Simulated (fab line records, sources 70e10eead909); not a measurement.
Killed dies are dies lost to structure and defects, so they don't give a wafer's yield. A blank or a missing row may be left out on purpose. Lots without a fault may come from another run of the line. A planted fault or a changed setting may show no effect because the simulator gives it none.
fab line records | flow nand_harc | part 2 of 2: steps 25 to 33 of 33
record lots=5 wafers=15 last_day=33
route steps=1302 shown A_STAIRCASE@807
lots that met no fault: from a run of the same line without faults
start_h: hours from the record's first day to the start of the lot's first wafer shown | wait_h: hours since the lot's step before | " the same as in the row above | L1.1+2: a row that stands for several wafers | - no value, or no start given | * or withheld: withheld | < > ~ a bound
route shown NAME@n: a module of which the file shows steps, and the number in the route of the first | usual: mean/standard deviation of fault-free wafers | same: alike in all rows | chamber/n: place in a boat | sites: the reading at each site | _std_site: their standard deviation | _edge_site: outer sites' mean less inner sites' | radius_mm: how far each site lies from the wafer's centre | mask NAME#n: copy n | behind: the tool/chamber that last shaped the wafer | hold: why the lot was held/for how many hours/how that ended | device: the transistor (n, p or np) that didn't switch | end of line: the same wafers' tests at the end of the route | a step without rows: its recipe alone | killed: dies lost to structure and defects at the first sort, not the wafer's yield | map: a wafer's dies, x killed, . not, _ none there
set.NAME: the setting as run; set.NAME@STEP: as run at that earlier step | model.NAME: the simulator's own value behind a step, which no gauge read
lots at some steps of the route; a table a step, a row a wafer
services: from which hour (start_h, from the record's first day; less than 0 if before it) a tool's chamber was out of use, for how many hours, and why
## steps
# step NHARC_A_STAIRCASE_STRIP_464
# recipe o2_flow_sccm=400 cos_flow_sccm=20 ar_flow_sccm=0 bias_w=0 chemistry=O2/COS
# columns lot.wafer tool chamber start_h wait_h
L078.3+2+5 rie_diel-11 0,2,3 - -
L087.4+6+5 rie_diel-12 3,2,3 - -
L090.1+3+4 rie_diel-04 3,0,1 - -
L093.1+4+6 rie_diel-11 0,3,1 - -
L097.1+2+5 rie_diel-12 2,3,1 - -
# step NHARC_A_STAIRCASE_ETCH_453
# recipe target_depth_a=300 overetch_a=30 time_s=16.5 ion_energy_ev=100 cf4_flow_sccm=80 o2_flow_sccm=20 ar_flow_sccm=0 rf_w=300 bias_w=100 chemistry=CF4/O2
# usual drypump_motor_current_A=5.8/0.51 oes_product_au=0.998/0.0075 rf_vpp_V=198.1/1.4 showerhead_plenum_p_Torr=1.35/0.049 throttle_valve_pct=13.398/0.0087
# columns lot.wafer tool chamber start_h wait_h drypump_motor_current_A oes_product_au rf_hours_counter_h rf_vpp_V showerhead_plenum_p_Torr throttle_valve_pct
L078.3 rie_diel-11 1 - - 6.2 1.001 48 199.9 1.39 13.407
L078.2 " 2 " " 6.1 0.999 47 198.6 1.37 13.405
L078.5 " 2 " " 6.1 1.007 - 198.6 1.37 13.409
L087.4 rie_diel-12 0 - - 4.9 0.999 19 198.1 1.29 13.396
L087.5 " 1 " " 5.5 0.993 - 198.5 1.36 13.396
L087.6 " 2 " " 5.4 0.989 - 198.3 1.37 13.388
L090.1 rie_diel-04 0 - - 5.2 0.991 1 196.8 1.28 13.394
L090.4 " 1 " " 6.6 1.001 1 200.6 1.45 13.385
L090.3 " 2 " " 6.2 0.994 1 198.3 1.36 13.409
L093.4 rie_diel-11 3 - - 5.0 0.989 44 196.9 1.31 13.384
L093.1 " 0 " " 6.3 1.003 45 198.2 1.37 13.402
L093.6 " 1 " " 6.2 1.002 - 200.7 1.38 13.397
L097.1 rie_diel-12 3 - - 6.1 0.989 48 196.7 1.28 13.393
L097.2 " 0 " " 5.0 0.993 49 196.9 1.29 13.383
L097.5 " 3 " " 6.1 0.994 - 195.2 1.28 13.400
# step NHARC_A_STAIRCASE_ETCH_315
# recipe target_depth_a=25000 time_s=607.1 ion_energy_ev=800 c4f8_flow_sccm=80 o2_flow_sccm=60 ar_flow_sccm=withheld rf_w=600 bias_w=3000 chemistry=C4F8/O2/Ar
# usual oes_product_au=0.930/0.0098 rf_vpp_V=1830/9.2
# columns lot.wafer tool chamber start_h wait_h oes_product_au rf_hours_counter_h rf_vpp_V
L078.2 rie_diel-11 0 - - 0.942 54 1835
L078.3 " 2 " " 0.940 47 1832
L078.5 " 1 " " 0.933 - 1837
L087.4 rie_diel-12 3 - - 0.917 20 1817
L087.6 " 1 " " 0.915 - 1830
L087.5 " 2 " " 0.915 - 1832
L090.3 rie_diel-04 1 - - 0.940 1 1849
L090.1 " 2 " " 0.928 1 1832
L090.4 " 3 " " 0.942 2 1840
L093.4 rie_diel-11 3 - - 0.920 44 1824
L093.1 " 2 " " 0.938 46 1832
L093.6 " 0 " " 0.927 - 1833
L097.1 rie_diel-12 0 - - 0.933 49 1817
L097.2 " 1 " " 0.929 43 1830
L097.5 " 3 " " 0.919 - 1816
# step NHARC_A_STAIRCASE_STRIP_316
# recipe o2_flow_sccm=500 ar_flow_sccm=0 bias_w=0 chemistry=O2
# usual drypump_motor_current_A=5.8/0.52 oes_product_au=0.997/0.0079 rf_vpp_V=57.9/0.85 showerhead_plenum_p_Torr=3.56/0.12 throttle_valve_pct=17.036/0.0088
# columns lot.wafer tool chamber start_h wait_h drypump_motor_current_A oes_product_au rf_hours_counter_h rf_vpp_V showerhead_plenum_p_Torr throttle_valve_pct
L078.2 rie_diel-11 0 - - 6.4 1.007 55 56.8 3.63 17.040
L078.3 " 1 " " 6.2 1.001 49 57.3 3.67 17.018
L078.5 " 1 " " 6.2 0.998 - 57.6 3.67 17.044
L087.4 rie_diel-12 0 - - 5.0 0.990 19 56.8 3.42 17.034
L087.6 " 0 " " 5.0 0.988 - 56.9 3.42 17.034
L087.5 " 1 " " 5.5 0.993 - 59.2 3.59 17.024
L090.4 rie_diel-04 2 - - 6.2 0.990 2 58.5 3.60 17.053
L090.3 " 3 " " 6.0 0.998 2 58.8 3.70 17.031
L090.1 " 0 " " 5.2 0.988 2 55.5 3.38 17.034
L093.4 rie_diel-11 1 - - 6.2 1.000 48 57.7 3.64 17.027
L093.1 " 2 " " 6.1 1.010 47 58.5 3.59 17.034
L093.6 " 0 " " 6.3 0.987 - 58.4 3.60 17.041
L097.2 rie_diel-12 3 - - 6.1 0.997 48 56.7 3.40 17.055
L097.1 " 0 " " 5.0 0.991 50 58.8 3.41 17.029
L097.5 " 3 " " 6.2 0.988 - 56.7 3.40 17.030
# step NHARC_A_STAIRCASE_STRIP_317
# recipe time_s=900 temp_c=130 chemistry=SPM
# columns lot.wafer tool chamber start_h wait_h
L078.3+2+5 wet_bench-01 1,2,4 423.51 -
L087.6+4+5 wet_bench-01 0,3,4 520.59 -
L090.3+1+4 wet_bench-01 6,0,1 550.51 -
L093.6+4+1 wet_bench-04 0,4,5 562.44 -
L097.2+1+5 wet_bench-06 3,4,5 611.82 -
# step NHARC_A_STAIRCASE_PRECLEAN_318
# recipe time_s=* temp_c=50 bath_age_min=0 chemistry=SC1
# same bath_age_min=0
# columns lot.wafer tool chamber start_h wait_h
L078.3+2+5 wet_bench-01 1,2,4 - -
L087.6+4+5 wet_bench-01 0,3,4 - -
L090.3+1+4 wet_bench-01 6,0,1 - -
L093.6+4+1 wet_bench-04 0,4,5 - -
L097.2+1+5 wet_bench-06 3,4,5 - -
# step NHARC_A_STAIRCASE_SRD_329
# columns lot.wafer tool chamber start_h wait_h
L078.3+2+5 wet_bench-01 1,2,4 - -
L087.6+4+5 wet_bench-01 0,3,4 - -
L090.3+1+4 wet_bench-01 6,0,1 - -
L093.6+4+1 wet_bench-04 0,4,5 - -
L097.2+1+5 wet_bench-06 3,4,5 - -
# step NHARC_A_STAIRCASE_ALD_415
# recipe target_thk_a=300 pulse_time_s=6 ald_cycles=300 temp_c=300 material=SiO2
# usual heater_power_w=463/45 precursor_pulse_height_rel=0.999/0.02
# columns lot.wafer tool chamber start_h wait_h heater_power_w precursor_pulse_height_rel
L078.2 ald_hk-02 0 424.24 0.3 452 0.916
L078.3 " 2 " " 438 1.025
L078.5 " 0 " " 454 0.968
L087.4 ald_hk-03 1 521.55 0.5 448 1.003
L087.6 " 3 " " 371 0.994
L087.5 " 0 " " 469 1.013
L090.4 ald_hk-01 2 551.03 0.1 540 1.026
L090.1 " 0 " " 499 1.021
L090.3 " 1 " " 534 0.986
L093.4 ald_hk-01 0 563.19 0.3 518 1.028
L093.1 " 1 " " 539 1.018
L093.6 " 0 " " 515 1.028
L097.2 ald_hk-02 1 612.55 0.3 470 0.990
L097.1 " 3 " " 480 0.996
L097.5 " 1 " " 470 1.000
# step NHARC_A_STAIRCASE_ETCHBACK_416
# recipe target_depth_a=360 time_s=7.2 c4f8_flow_sccm=withheld o2_flow_sccm=8 ar_flow_sccm=withheld rf_w=600 bias_w=800 chemistry=C4F8/O2/Ar
# usual oes_product_au=0.924/0.0067 rf_vpp_V=725/3.8
# columns lot.wafer tool chamber start_h wait_h oes_product_au rf_hours_counter_h rf_vpp_V
L078.2 rie_diel-04 0 - - 0.930 20 719
L078.3 " 1 " " 0.924 22 715
L078.5 " 1 " " 0.924 - 716
L087.4 rie_diel-12 0 - - 0.919 23 719
L087.6 " 3 " " 0.919 - 720
L087.5 " 0 " " 0.922 - 719
L090.3 rie_diel-04 3 - - 0.921 3 728
L090.4 " 0 " " 0.923 2 718
L090.1 " 2 " " 0.914 2 726
L093.1 rie_diel-12 0 - - 0.914 33 720
L093.6 " 0 " " 0.918 - 719
L093.4 " 2 " " 0.913 - 725
L097.2 rie_diel-04 1 - - 0.923 18 729
L097.1 " 0 " " 0.916 15 719
L097.5 " 2 " " 0.927 - 726
## services
# columns tool chamber start_h hours kind
rie_diel-04 1 395.52 5.5 repair
rie_diel-12 - 396.22 1.2 repair
litho_track-02 - 402.00 7.0 pm
wet_bench-04 - 403.20 8.0 pm
rie_diel-04 1 411.04 2.2 repair
rie_diel-04 0 416.90 7.5 repair
litho_track-07 - 426.00 7.0 pm
rie_diel-11 - 432.54 9.0 pm
rie_diel-12 - 445.50 9.0 pm
rie_diel-04 1 446.43 59.4 repair
litho_track-03 - 450.00 7.0 pm
pecvd-04 - 450.00 13.0 pm
wet_bench-01 - 453.60 8.0 pm
rie_diel-11 2 488.06 1.5 repair
pecvd-04 - 525.46 1.0 repair
wet_bench-01 - 529.40 1.5 repair
rie_diel-04 - 534.82 9.0 pm
wet_bench-06 - 545.72 8.0 pm
rie_diel-12 3 562.56 6.0 repair
litho_track-02 - 577.00 7.0 pm
wet_bench-04 - 579.20 8.0 pm
rie_diel-11 3 579.65 3.0 repair
litho_track-07 - 601.00 7.0 pm
rie_diel-11 - 609.54 9.0 pm
